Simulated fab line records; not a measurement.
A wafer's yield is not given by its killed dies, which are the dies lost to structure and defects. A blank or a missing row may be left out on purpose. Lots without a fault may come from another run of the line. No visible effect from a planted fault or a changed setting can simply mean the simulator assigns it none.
Problem report in the 8D (eight disciplines) form, filled by code | flow n5_finfet | the parts of the form that need people (team, actions taken, sign-off) are left out

== 1. PROBLEM STATEMENT ==
Mean of spin_speed_rpm at N5_BEOL_M10_COAT_59: 1309.0 rpm across 9 wafers in 3 lots; on wafers with no fault it is 1499.8 rpm (standard deviation 1.1). That is -99 or more standard deviations from the usual mean.
The step: time 60 s, resist thk 100 nm.
Seen first at day 11 18:14 on litho_track-04, wafer L487.2. Wafers with a number at this step in the record: 39, from 13 lots. By rule, "out" or "out of limits" means more than 4 standard deviations away from the usual mean. All remaining wafers that have a number are taken as sound.

== 2. WHAT THIS IS AND IS NOT ==
question                    | is                     | is not
which readings at this step | spin_speed_rpm         | -
which lots                  | L486, L487, L490       | L484, L488, L498, L499, L501, L502, L503, L504, L505, L506
which wafers of those lots  | all that have a number | -
read on which tools         | litho_track-04         | litho_track-02, litho_track-05
when                        | from day 11 18:14      | up to then (6 sound wafers); but 24 sound wafers of L498, L499, L501, L502, L503, L504, L505, L506 came after

== 3. THE SUSPECTS, EACH WITH WHAT RULES IT OUT ==
Counting: a tool at a process step up to the reading stays a suspect if it ran every lot that is out and no sound lot after the first of them.
- litho_track-04 at N5_BEOL_M10_COAT_59 (time 60 s, resist thk 100 nm): ruled out as a lasting fault. Following L487 (day 11 18:14), the first lot on it that is out, the sound lots L498, L502, L506 were run on it.
Left after counting: nothing in the record.

== 4. THE CAUSE (what the simulator had put in) ==
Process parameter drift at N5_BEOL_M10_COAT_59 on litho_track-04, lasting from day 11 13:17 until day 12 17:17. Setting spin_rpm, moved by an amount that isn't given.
Counting ruled it out, wrongly.

== 5. SEQUENCE OF EFFECTS, ordered by route ==
One row per reading whose mean, taken over the struck wafers that have a number, lies over 3 standard deviations from the usual. Only readings for which the record gives a usual standard deviation are gone through. hours: the time from each lot's start at the first step in this table that gives one to its start at this step, as a median over the lots. sigmas: the change in usual standard deviations.
hours | step                | reading        | usual      | on struck wafers | change | sigmas
0     | N5_BEOL_M10_COAT_59 | spin_speed_rpm | 1499.8 rpm | 1309.0           | -190.8 | -99 or more
Process steps it contains:
- N5_BEOL_M10_COAT_59: time 60 s, resist thk 100 nm.
Later steps that measure or inspect, where all struck wafers having a row at the step show a number for every such reading and not one has moved that far: N5_BEOL_M10_CD_MEAS_11.

== 6. WHAT WOULD HAVE CAUGHT IT SOONER ==
First out-of-limits reading in this record: day 11 18:14, which is 5 hours after fault onset at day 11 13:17.
